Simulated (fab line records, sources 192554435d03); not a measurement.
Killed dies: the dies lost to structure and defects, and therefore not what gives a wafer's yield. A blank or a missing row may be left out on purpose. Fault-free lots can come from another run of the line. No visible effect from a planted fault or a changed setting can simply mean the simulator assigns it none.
Matching of chambers || flow n5 finfet || 4 sister chambers for N5_FIN_CUT_ETCH_30 on rie diel-01
The step etches underlayer in N2/H2, target depth 13 nm, time 10.4 s. 14 wafers are shown with their chamber, then 7 later ones without.

## WAFERS, EACH WITH ITS CHAMBER
{"wafer": "L078.1", "chamber": 0, "showerhead plenum p Torr (Torr)": 2.53, "drypump motor current A (A)": 5.0, "oes product au (a.u.)": 0.60}
{"wafer": "L078.5", "chamber": 0, "showerhead plenum p Torr (Torr)": 2.53, "drypump motor current A (A)": 4.9, "oes product au (a.u.)": 0.60}
{"wafer": "L078.6", "chamber": 3, "showerhead plenum p Torr (Torr)": 2.68, "drypump motor current A (A)": 5.6, "oes product au (a.u.)": 0.69}
{"wafer": "L079.3", "chamber": 3, "showerhead plenum p Torr (Torr)": 2.68, "drypump motor current A (A)": 5.6, "oes product au (a.u.)": 0.68}
{"wafer": "L079.5", "chamber": 0, "showerhead plenum p Torr (Torr)": 2.52, "drypump motor current A (A)": 5.0, "oes product au (a.u.)": 0.59}
{"wafer": "L079.6", "chamber": 3, "showerhead plenum p Torr (Torr)": 2.68, "drypump motor current A (A)": 5.6, "oes product au (a.u.)": 0.68}
{"wafer": "L084.1", "chamber": 0, "showerhead plenum p Torr (Torr)": 2.52, "drypump motor current A (A)": 5.0, "oes product au (a.u.)": 0.60}
{"wafer": "L084.3", "chamber": 3, "showerhead plenum p Torr (Torr)": 2.67, "drypump motor current A (A)": 5.6, "oes product au (a.u.)": 0.68}
{"wafer": "L084.5", "chamber": 3, "showerhead plenum p Torr (Torr)": 2.67, "drypump motor current A (A)": 5.6, "oes product au (a.u.)": 0.68}
{"wafer": "L086.2", "chamber": 2, "showerhead plenum p Torr (Torr)": 2.45, "drypump motor current A (A)": 5.2, "oes product au (a.u.)": 0.69}
{"wafer": "L086.4", "chamber": 0, "showerhead plenum p Torr (Torr)": 2.52, "drypump motor current A (A)": 5.0, "oes product au (a.u.)": 0.59}
{"wafer": "L086.5", "chamber": 1, "showerhead plenum p Torr (Torr)": 2.49, "drypump motor current A (A)": 5.8, "oes product au (a.u.)": 0.76}
{"wafer": "L088.2", "chamber": 1, "showerhead plenum p Torr (Torr)": 2.49, "drypump motor current A (A)": 5.8, "oes product au (a.u.)": 0.76}
{"wafer": "L088.5", "chamber": 2, "showerhead plenum p Torr (Torr)": 2.45, "drypump motor current A (A)": 5.2, "oes product au (a.u.)": 0.69}

SIGNATURES (means of the wafers above)
{"reading": "showerhead plenum p Torr", "chamber 0": 2.5240, "chamber 1": 2.4900, "chamber 2": 2.4500, "chamber 3": 2.6760, "scatter within a chamber": 0.0049}
{"reading": "drypump motor current A", "chamber 0": 4.980, "chamber 1": 5.800, "chamber 2": 5.200, "chamber 3": 5.600, "scatter within a chamber": 0.0283}
{"reading": "oes product au", "chamber 0": 0.5960, "chamber 1": 0.7600, "chamber 2": 0.6900, "chamber 3": 0.6820, "scatter within a chamber": 0.00447}
Rule: a wafer lies at a distance from a chamber equal to the root of the sum of squares, over the readings, of (its reading less the chamber's mean, divided by the reading's scatter). The wafer belongs to the nearest chamber; if the next one is less than 2 further off, it can't be placed. The scatter is the square root of a quotient: the sum, over the shown wafers, of each reading's squared deviation from its chamber's mean, divided by wafers minus chambers.

## WAFERS WITHOUT THEIR CHAMBER
{"wafer": "L088.6", "showerhead plenum p Torr (Torr)": 2.49, "drypump motor current A (A)": 5.8, "oes product au (a.u.)": 0.75}
{"wafer": "L092.4", "showerhead plenum p Torr (Torr)": 2.67, "drypump motor current A (A)": 5.6, "oes product au (a.u.)": 0.66}
{"wafer": "L092.5", "showerhead plenum p Torr (Torr)": 2.67, "drypump motor current A (A)": 5.6, "oes product au (a.u.)": 0.66}
{"wafer": "L092.6", "showerhead plenum p Torr (Torr)": 2.45, "drypump motor current A (A)": 5.2, "oes product au (a.u.)": 0.68}
{"wafer": "L094.1", "showerhead plenum p Torr (Torr)": 2.66, "drypump motor current A (A)": 5.6, "oes product au (a.u.)": 0.66}
{"wafer": "L094.4", "showerhead plenum p Torr (Torr)": 2.45, "drypump motor current A (A)": 5.2, "oes product au (a.u.)": 0.68}
{"wafer": "L094.5", "showerhead plenum p Torr (Torr)": 2.66, "drypump motor current A (A)": 5.6, "oes product au (a.u.)": 0.66}

## WHICH CHAMBER EACH ONE RAN IN
{"wafer": "L088.6", "from the rows above": 1, "in truth": 1}
{"wafer": "L092.4", "from the rows above": 3, "in truth": 3}
{"wafer": "L092.5", "from the rows above": 3, "in truth": 3}
{"wafer": "L092.6", "from the rows above": 2, "in truth": 2}
{"wafer": "L094.1", "from the rows above": 3, "in truth": 3}
{"wafer": "L094.4", "from the rows above": 2, "in truth": 2}
{"wafer": "L094.5", "from the rows above": 3, "in truth": 3}
Placed correctly: 7 of 7. Left unplaced by these rows: 0. 0 placed wrongly.
